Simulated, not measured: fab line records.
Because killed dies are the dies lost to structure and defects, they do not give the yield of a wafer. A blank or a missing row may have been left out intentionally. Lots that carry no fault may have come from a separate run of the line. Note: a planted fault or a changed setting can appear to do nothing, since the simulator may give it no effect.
fab line records ; flow nand-harc
record: lots: 12; wafers: 36; last-day: 34
route steps=1302 shown A_STAIRCASE@671 END@1302
lots with no fault: from the same line, run without faults
start-h: start of the lot's first displayed wafer, in hours after the record's first day ; wait-h: how many hours have passed since the lot's step before this one ; " same as the row above ; L1.1+2: one row covering several wafers at once ; - no value present, or no start provided ; * or withheld: withheld ; < > ~ a bound
route shown NAME@n: a module of which the file shows steps, and the number in the route of the first ; usual: average and standard deviation across the fault-free wafers ; same: alike in all rows ; chamber/n: place in a boat ; sites: the reading at each site ; _std_site: how widely they spread, as a standard deviation ; _edge_site: mean of outer sites minus mean of inner sites ; radius-mm: how far each site lies from the wafer's centre ; mask NAME#n: copy n ; behind: the most recent tool/chamber to have shaped the wafer ; hold: why the lot went on hold/how many hours it stayed there/how the hold came to an end ; device: whichever transistor did not switch (one of n, p or np) ; end of line: the same wafers' tests at the end of the route ; a step without rows: its recipe alone ; killed: the dies lost at the first sort to structure and to defects; this is not the yield of the wafer ; map: per-die view of a wafer (x killed, . not killed, _ where there is no die)
set.NAME: the setting as run; set.NAME@STEP: as run at that earlier step ; model.NAME: the simulator's own value behind a step, which no gauge read
route steps across a sampled set of lots; one table per step, one row per wafer
services: from which hour (start-h, from the record's first day; less than 0 if before it) a tool's chamber was out of use, for how many hours, and why
== steps ==
step: NHARC_A_STAIRCASE_ETCH_15
recipe: target-depth-a: 1000; time-s: 40.5; ion-energy-ev: 400; c4f8-flow-sccm: 20; o2-flow-sccm: 10; ar-flow-sccm: withheld; rf-w: 600; bias-w: 1000; chemistry: C4F8/O2
usual: bias-w: 1001/3.1; chamber-pressure-mTorr: 25.000/0.024; oes-product-au: 0.947/0.011; rf-vpp-V: 897/4.7
lot.wafer;tool;chamber;start-h;wait-h;bias-w;chamber-pressure-mTorr;oes-product-au;rf-hours-counter-h;rf-vpp-V
L714.2;rie-diel-11;3;-;-;1000;25.003;0.982;29;903
L714.3;rie-diel-11;0;-;-;994;24.991;0.952;27;897
L714.5;rie-diel-11;0;-;-;994;25.037;0.948;-;897
L713.3;rie-diel-01;3;-;-;1000;24.999;0.936;45;893
L713.4;rie-diel-01;1;-;-;1001;24.995;0.949;48;899
L713.5;rie-diel-01;0;-;-;1002;25.054;0.948;-;886
L719.4;rie-diel-11;3;-;-;999;24.978;0.976;47;903
L719.2;rie-diel-11;0;-;-;997;24.944;0.948;43;897
L719.1;rie-diel-11;1;-;-;1002;24.994;0.940;40;895
L721.1;rie-diel-08;0;-;-;1000;25.024;0.960;10;898
L721.6;rie-diel-08;0;-;-;1002;24.999;0.951;-;898
L721.5;rie-diel-08;1;-;-;1005;25.012;0.940;-;900
L722.1;rie-diel-08;0;-;-;1002;25.027;0.945;17;898
L722.3;rie-diel-08;1;-;-;1000;25.011;0.938;22;900
L722.4;rie-diel-08;2;-;-;999;24.992;0.929;22;894
L724.4;rie-diel-01;1;-;-;1005;25.024;0.952;30;898
L724.3;rie-diel-01;2;-;-;1003;25.042;0.958;22;887
L724.5;rie-diel-01;1;-;-;1004;24.986;0.961;-;897
L727.1;rie-diel-08;0;-;-;1000;25.010;0.946;32;899
L727.4;rie-diel-08;2;-;-;1000;25.026;0.931;40;892
L727.6;rie-diel-08;3;-;-;1001;25.010;0.959;-;894
L728.2;rie-diel-11;1;-;-;1003;25.035;0.946;13;897
L728.3;rie-diel-11;2;-;-;1002;25.003;0.946;15;900
L728.6;rie-diel-11;0;-;-;999;24.977;0.949;-;896
L733.3;rie-diel-01;0;-;-;1004;24.998;0.944;53;905
L733.1;rie-diel-01;1;-;-;1004;24.988;0.959;56;895
L733.4;rie-diel-01;2;-;-;996;25.001;0.962;48;889
L736.2;rie-diel-01;1;-;-;996;24.965;0.950;2;897
L736.1;rie-diel-01;2;-;-;1005;25.007;0.963;2;906
L736.5;rie-diel-01;1;-;-;1001;24.979;0.945;-;894
L735.3;rie-diel-08;1;-;-;1000;25.003;0.961;9;900
L735.1;rie-diel-08;2;-;-;1000;25.015;0.968;7;893
L735.6;rie-diel-08;1;-;-;999;24.982;0.947;-;900
L734.4;rie-diel-11;1;-;-;996;25.019;0.942;40;895
L734.3;rie-diel-11;3;-;-;1001;25.035;0.966;43;902
L734.6;rie-diel-11;1;-;-;1000;24.966;0.940;-;895
step: NHARC_A_STAIRCASE_TRIM_16
recipe: time-s: 211.2; o2-flow-sccm: 500; ar-flow-sccm: 0; bias-w: 0; chemistry: O2
usual: chamber-pressure-mTorr: 60.00/0.059; drypump-motor-current-A: 5.6/0.41; oes-product-au: 1.004/0.01; rf-vpp-V: 57.8/0.85; showerhead-plenum-p-Torr: 3.55/0.12; throttle-valve-pct: 17.036/0.009
lot.wafer;tool;chamber;start-h;wait-h;chamber-pressure-mTorr;drypump-motor-current-A;oes-product-au;rf-hours-counter-h;rf-vpp-V;showerhead-plenum-p-Torr;throttle-valve-pct
L714.3;rie-diel-11;3;-;-;59.96;5.3;1.027;29;58.8;3.73;17.040
L714.2;rie-diel-11;0;-;-;59.92;6.7;1.015;27;57.8;3.57;17.047
L714.5;rie-diel-11;2;-;-;60.04;5.4;1.017;-;58.9;3.63;17.021
L713.3;rie-diel-01;0;-;-;59.92;5.4;1.008;42;56.6;3.26;17.028
L713.4;rie-diel-01;2;-;-;59.96;6.2;1.012;46;57.9;3.31;17.037
L713.5;rie-diel-01;0;-;-;60.04;5.4;0.998;-;57.1;3.26;17.041
L719.1;rie-diel-11;3;-;-;59.99;5.3;1.021;47;57.9;3.72;17.026
L719.2;rie-diel-11;0;-;-;59.95;6.7;1.008;43;57.7;3.56;17.033
L719.4;rie-diel-11;2;-;-;60.17;5.4;1.004;47;58.0;3.63;17.031
L721.1;rie-diel-08;2;-;-;60.07;5.6;0.993;14;58.7;3.46;17.047
L721.6;rie-diel-08;3;-;-;60.02;5.8;1.003;-;57.6;3.48;17.051
L721.5;rie-diel-08;0;-;-;60.08;5.4;1.006;-;58.9;3.58;17.041
L722.1;rie-diel-08;2;-;-;59.96;5.6;0.993;22;57.9;3.46;17.037
L722.3;rie-diel-08;3;-;-;60.01;5.8;1.009;23;56.6;3.47;17.029
L722.4;rie-diel-08;0;-;-;59.99;5.4;1.014;17;57.8;3.57;17.037
L724.4;rie-diel-01;0;-;-;59.93;5.4;1.008;28;58.2;3.79;17.035
L724.3;rie-diel-01;1;-;-;60.09;5.9;1.030;30;56.5;3.56;17.031
L724.5;rie-diel-01;3;-;-;60.09;5.7;0.989;-;57.4;3.41;17.028
L727.1;rie-diel-08;0;-;-;59.98;5.4;1.008;32;58.2;3.57;17.010
L727.4;rie-diel-08;1;-;-;60.00;5.6;1.022;34;59.1;3.63;17.044
L727.6;rie-diel-08;2;-;-;59.98;5.6;0.997;-;58.0;3.45;17.033
L728.2;rie-diel-11;2;-;-;60.02;5.4;0.990;15;58.3;3.61;17.050
L728.3;rie-diel-11;0;-;-;59.96;6.6;1.001;16;58.1;3.55;17.045
L728.6;rie-diel-11;0;-;-;60.07;6.7;1.003;-;57.6;3.55;17.045
L733.1;rie-diel-01;3;-;-;60.01;5.7;0.979;47;57.1;3.39;17.043
L733.4;rie-diel-01;0;-;-;60.01;5.4;1.003;53;57.6;3.78;17.038
L733.3;rie-diel-01;2;-;-;59.95;6.2;1.013;48;57.0;3.28;17.051
L736.1;rie-diel-01;2;-;-;60.02;6.2;1.018;2;58.8;3.81;17.041
L736.2;rie-diel-01;0;-;-;59.99;5.4;0.991;4;58.1;3.77;17.045
L736.5;rie-diel-01;3;-;-;59.94;5.7;0.996;-;57.0;3.39;17.037
L735.3;rie-diel-08;3;-;-;60.08;5.9;1.010;6;57.8;3.45;17.032
L735.1;rie-diel-08;1;-;-;60.07;5.6;1.006;9;56.4;3.62;17.036
L735.6;rie-diel-08;0;-;-;60.03;5.4;1.025;-;58.1;3.55;17.037
L734.4;rie-diel-11;2;-;-;59.99;5.4;1.015;39;59.5;3.60;17.031
L734.3;rie-diel-11;3;-;-;59.93;5.2;1.008;43;57.3;3.69;17.029
L734.6;rie-diel-11;0;-;-;59.94;6.6;1.009;-;58.0;3.53;17.030
step: NHARC_A_STAIRCASE_ETCH_21
recipe: target-depth-a: 1000; time-s: 40.5; ion-energy-ev: 400; c4f8-flow-sccm: 20; o2-flow-sccm: 10; ar-flow-sccm: withheld; rf-w: 600; bias-w: 1000; chemistry: C4F8/O2
usual: bias-w: 1000/3.1; chamber-pressure-mTorr: 25.002/0.022; oes-product-au: 0.953/0.016; rf-vpp-V: 896/4.9
lot.wafer;tool;chamber;start-h;wait-h;bias-w;chamber-pressure-mTorr;oes-product-au;rf-hours-counter-h;rf-vpp-V
L714.2;rie-diel-11;3;358.49;-;998;24.985;0.963;29;902
L714.3;rie-diel-11;2;358.49;-;997;25.030;0.952;32;900
L714.5;rie-diel-11;3;358.49;-;997;24.988;0.962;-;903
L713.4;rie-diel-01;3;368.80;-;996;25.004;0.945;46;892
L713.3;rie-diel-01;1;368.80;-;1002;24.969;0.949;48;899
L713.5;rie-diel-01;3;368.80;-;1003;24.982;0.927;-;892
L719.4;rie-diel-11;1;402.39;-;998;24.971;0.952;40;894
L719.2;rie-diel-11;2;402.39;-;1000;25.012;0.937;47;899
L719.1;rie-diel-11;3;402.39;-;1002;25.010;0.956;47;903
L721.1;rie-diel-08;3;440.82;-;1002;24.996;0.936;16;893
L721.5;rie-diel-08;2;440.82;-;997;24.975;0.924;-;893
L721.6;rie-diel-08;3;440.82;-;999;24.983;0.946;-;894
L722.1;rie-diel-01;3;456.51;-;1003;25.002;0.946;23;892
L722.3;rie-diel-01;2;456.51;-;1001;25.000;0.970;20;886
L722.4;rie-diel-01;0;456.51;-;1003;24.995;0.960;-;905
L724.3;rie-diel-01;3;466.66;-;995;25.030;0.923;26;890
L724.4;rie-diel-01;1;466.66;-;1007;24.972;0.960;30;897
L724.5;rie-diel-01;3;466.66;-;999;25.046;0.918;-;890
L727.1;rie-diel-11;0;490.55;-;999;24.974;0.972;15;896
L727.4;rie-diel-11;2;490.55;-;998;25.024;0.963;-;899
L727.6;rie-diel-11;0;490.55;-;998;24.992;0.970;-;895
L728.3;rie-diel-11;2;494.67;-;1002;24.994;0.941;16;898
L728.2;rie-diel-11;0;494.67;-;1001;24.998;0.930;16;898
L728.6;rie-diel-11;2;494.67;-;1004;25.023;0.947;-;899
L733.1;rie-diel-01;3;545.86;-;-;-;-;-;-
L733.3;rie-diel-01;0;545.86;-;-;-;-;-;-
L733.4;rie-diel-01;1;545.86;-;-;-;-;-;-
L736.2;rie-diel-11;0;577.13;-;997;24.987;0.987;41;896
L736.1;rie-diel-11;1;577.13;-;1004;25.016;0.975;38;894
L736.5;rie-diel-11;1;577.13;-;1000;25.005;0.960;-;893
L735.1;rie-diel-08;3;577.50;-;-;-;-;-;-
L735.3;rie-diel-08;0;577.50;-;-;-;-;-;-
L735.6;rie-diel-08;0;577.50;-;-;-;-;-;-
L734.4;rie-diel-01;3;583.01;-;-;-;-;-;-
L734.3;rie-diel-01;1;583.01;-;-;-;-;-;-
L734.6;rie-diel-01;0;583.01;-;-;-;-;-;-
step: NHARC_A_STAIRCASE_ETCH_25
recipe: target-depth-a: 1000; time-s: 40.5; ion-energy-ev: 400; c4f8-flow-sccm: 20; o2-flow-sccm: 10; ar-flow-sccm: withheld; rf-w: 600; bias-w: 1000; chemistry: C4F8/O2
usual: bias-w: 999.8/3; chamber-pressure-mTorr: 25.00/0.043; oes-product-au: 0.949/0.011; rf-vpp-V: 896/4.8
lot.wafer;tool;chamber;start-h;wait-h;bias-w;chamber-pressure-mTorr;oes-product-au;rf-hours-counter-h;rf-vpp-V
L714.3;rie-diel-11;0;-;-;999.8;25.01;0.944;28;899
L714.2;rie-diel-11;2;-;-;997.4;24.97;0.948;32;901
L714.5;rie-diel-11;1;-;-;1002.8;24.97;0.957;-;894
L713.3;rie-diel-01;0;-;-;1002.7;24.99;0.941;43;886
L713.4;rie-diel-01;3;-;-;998.3;24.99;0.934;46;893
L713.5;rie-diel-01;1;-;-;1001.7;25.02;0.955;-;897
L719.2;rie-diel-11;3;-;-;1002.1;25.02;0.955;47;902
L719.1;rie-diel-11;1;-;-;997.4;25.00;0.961;40;895
L719.4;rie-diel-11;2;-;-;1001.8;25.01;0.944;48;900
L721.1;rie-diel-08;0;-;-;995.7;25.01;0.961;11;899
L721.5;rie-diel-08;0;-;-;1000.6;24.98;0.963;-;899
L721.6;rie-diel-08;1;-;-;1002.9;25.01;0.958;-;900
L722.1;rie-diel-01;3;-;-;1001.9;25.02;0.917;23;892
L722.3;rie-diel-01;0;-;-;997.2;25.05;0.936;26;905
L722.4;rie-diel-01;2;-;-;1000.4;25.00;0.943;-;888
L724.4;rie-diel-01;1;-;-;994.4;25.00;0.953;31;895
L724.3;rie-diel-01;2;-;-;1001.2;25.00;0.958;23;888
L724.5;rie-diel-01;1;-;-;997.2;24.97;0.959;-;896
L727.1;rie-diel-11;1;-;-;993.7;25.01;0.930;13;894
L727.4;rie-diel-11;0;-;-;997.1;24.98;0.939;-;897
L727.6;rie-diel-11;1;-;-;998.3;25.03;0.934;-;894
L728.2;rie-diel-11;0;-;-;995.0;25.01;0.954;16;896
L728.3;rie-diel-11;2;-;-;1001.1;24.99;0.952;16;898
L728.6;rie-diel-11;1;-;-;997.8;25.02;0.941;-;893
L733.3;rie-diel-01;3;-;-;997.0;24.99;0.947;48;891
L733.1;rie-diel-01;1;-;-;1001.7;25.00;0.958;57;896
L733.4;rie-diel-01;2;-;-;997.8;25.00;0.964;49;887
L736.1;rie-diel-11;1;-;-;1000.9;25.01;0.938;38;893
L736.2;rie-diel-11;2;-;-;1001.6;25.04;0.954;37;898
L736.5;rie-diel-11;0;-;-;993.9;24.97;0.948;-;897
L735.1;rie-diel-08;2;-;-;998.0;24.97;0.961;7;893
L735.3;rie-diel-08;0;-;-;1000.6;25.00;0.963;8;896
L735.6;rie-diel-08;3;-;-;998.0;24.97;0.944;-;892
L734.3;rie-diel-01;2;-;-;1001.2;25.03;0.966;4;906
L734.4;rie-diel-01;3;-;-;1002.9;25.05;0.954;6;891
L734.6;rie-diel-01;1;-;-;996.0;25.03;0.949;-;897
step: NHARC_END_SORT_01
recipe: temp-c: 25
usual: killed-at-array: 41/10; killed-at-other: 0.8/0.91; killed-at-periphery: 4.2/2.9; killed-dies: 46/10; killed-open: 3.5/2.1; killed-short: 2.5/1.6
same: gross-dies: 677
lot.wafer;tool;chamber;start-h;wait-h;killed-at-array;killed-at-other;killed-at-periphery;killed-dies;killed-open;killed-short
L733.1;prober-02;0;739.54;2.5;676;0;1;677;2;2
L733.3;prober-02;0;741.14;3.1;670;1;6;677;6;3
L733.4;prober-02;0;741.94;3.4;670;0;7;677;1;5
L735.1;prober-02;0;803.08;2.5;670;0;7;677;2;4
L735.3;prober-02;0;804.68;3.1;673;0;4;677;2;4
L735.6;prober-02;0;807.08;4.0;669;2;6;677;3;6
L734.3;prober-01;0;804.68;3.1;670;0;7;677;2;1
L734.4;prober-01;0;805.47;3.4;666;2;9;677;2;3
L734.6;prober-01;0;807.06;4.0;666;1;10;677;2;2
killed by level:class
L733.1 A_STAIRCASE:area-etch=632 A_CHANNEL_HOLE_D2:chamber-film-flake=19 A_CONTACT:chamber-film-flake=10 A_CHANNEL_HOLE_D1:chamber-film-flake=6 A_SLIT:chamber-film-flake=2 A_SOURCE_PLATE:geometric-particle:open=1 A_DECK1_JOINT:geometric-particle:short=1 A_CHANNEL_FILL_D2:geometric-particle:short=1
L733.3 A_STAIRCASE:area-etch=631 A_CHANNEL_HOLE_D2:chamber-film-flake=11 A_STAIRCASE:chamber-film-flake=8 A_SLIT:chamber-film-flake=7 P_GATE:chamber-film-flake=3 A_CHANNEL_HOLE_D1:chamber-film-flake=3 A_CONTACT:chamber-film-flake=3 P_CONTACT:geometric-particle:open=1
L733.4 A_STAIRCASE:area-etch=639 A_CHANNEL_HOLE_D2:chamber-film-flake=8 A_CHANNEL_HOLE_D1:chamber-film-flake=5 A_CONTACT:chamber-film-flake=5 A_SLIT:chamber-film-flake=4 A_ONON_D1:geometric-particle:short=3 P_GATE:chamber-film-flake=3 A_STAIRCASE:chamber-film-flake=3
L735.1 A_STAIRCASE:area-etch=629 A_SLIT:chamber-film-flake=12 A_CONTACT:chamber-film-flake=9 A_CHANNEL_HOLE_D2:chamber-film-flake=8 A_SGD_CUT:chamber-film-flake=4 P_STI:chamber-film-flake=2 P_CONTACT:chamber-film-flake=2 P_BONDPAD:chamber-film-flake=2
L734.3 A_STAIRCASE:area-etch=633 A_SLIT:chamber-film-flake=15 A_CONTACT:chamber-film-flake=11 A_CHANNEL_HOLE_D1:chamber-film-flake=5 P_CONTACT:chamber-film-flake=4 P_ZERO_WELL:chamber-film-flake=2 A_WL_FILL:chamber-film-flake=2 P_CONTACT:geometric-particle:open=1
L735.3 A_STAIRCASE:area-etch=624 A_CONTACT:chamber-film-flake=15 A_SLIT:chamber-film-flake=12 A_CHANNEL_HOLE_D2:chamber-film-flake=9 P_BONDPAD:chamber-film-flake=3 A_SGD_CUT:chamber-film-flake=3 A_CHANNEL_FILL_D2:geometric-particle:short=2 A_CHANNEL_FILL_D1:geometric-particle:open=1
L734.4 A_STAIRCASE:area-etch=628 A_SLIT:chamber-film-flake=13 A_CONTACT:chamber-film-flake=10 A_CHANNEL_HOLE_D1:chamber-film-flake=6 P_CONTACT:chamber-film-flake=5 P_ZERO_WELL:chamber-film-flake=3 A_WL_FILL:chamber-film-flake=3 THIN_TSV:chamber-film-flake=2
L734.6 A_STAIRCASE:area-etch=626 A_SLIT:chamber-film-flake=14 A_CONTACT:chamber-film-flake=12 P_CONTACT:chamber-film-flake=6 A_STAIRCASE:chamber-film-flake=3 A_CHANNEL_HOLE_D1:chamber-film-flake=2 A_WL_FILL:chamber-film-flake=2 A_M1:chamber-film-flake=2
L735.6 A_STAIRCASE:area-etch=613 A_CONTACT:chamber-film-flake=18 A_CHANNEL_HOLE_D2:chamber-film-flake=16 A_SLIT:chamber-film-flake=12 THIN_TSV:chamber-film-flake=2 P_CONTACT:geometric-particle:short=2 A_DECK1_JOINT:geometric-particle:short=2 A_CHANNEL_FILL_D2:chamber-film-flake=1
== services ==
tool;chamber;start-h;hours;kind
rie-diel-01;0;336.16;-;clean
rie-diel-01;1;336.16;-;clean
rie-diel-01;2;336.16;-;clean
rie-diel-01;3;336.16;-;clean
rie-diel-01;3;341.35;4.0;repair
rie-diel-11;0;343.18;-;clean
rie-diel-08;-;371.91;9.0;pm
rie-diel-11;2;374.60;5.1;repair
rie-diel-11;0;376.23;4.5;repair
rie-diel-01;-;380.84;9.0;pm
rie-diel-11;1;382.95;10.2;repair
rie-diel-08;0;405.01;15.9;repair
rie-diel-01;2;406.95;6.4;repair
rie-diel-01;2;418.99;8.1;repair
rie-diel-08;0;432.64;2.7;repair
rie-diel-11;-;435.98;9.0;pm
rie-diel-01;3;461.79;1.3;repair
rie-diel-01;3;474.99;5.7;repair
rie-diel-08;1;481.25;4.0;repair
rie-diel-11;3;486.50;8.3;repair
rie-diel-08;-;498.61;5.7;repair
rie-diel-08;-;548.91;9.0;pm
rie-diel-01;-;557.90;9.0;pm
rie-diel-11;2;559.48;3.5;repair
== key ==
first-sign: step: NHARC_A_STAIRCASE_ETCH_21; reading: tool-record; direction: missing
effect: step: NHARC_END_SORT_01; reading: killed-dies; direction: up; sigmas: 63; usual: 46; struck: 677
more-kills-born-at: NHARC_A_STAIRCASE_ETCH_21@rie-diel-01: 3790; NHARC_A_STAIRCASE_ETCH_21@rie-diel-08: 1866
met-at NHARC_A_STAIRCASE_ETCH_21
struck-lots L733,L734,L735
later-rows-left-out L733.1,L733.3,L733.4,L734.3,L734.4,L734.6,L735.1,L735.3,L735.6
tester-left-out L733,L734,L735
not-acting-at NHARC_A_STAIRCASE_ETCH_15,NHARC_A_STAIRCASE_TRIM_16,NHARC_A_STAIRCASE_ETCH_25
onset-between 466.66 545.86
fault: kind: skipped-step-whole; tool: rie-diel-01,rie-diel-08; chamber: -; onset-h: 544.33; steps: NHARC_A_STAIRCASE_ETCH_21; scope: struck-lots-only
tester-left-out: of these lots the tester's yield and bins aren't shown, on N5 and GAA mostly nor the transistor test; their killed dies are dies lost to structure and defects alone, not to doping, threshold or leakage, so they don't give the yield
later-rows-left-out: the simulator's readings of these wafers behind a module that went badly wrong aren't trusted and aren't shown, but for the sort
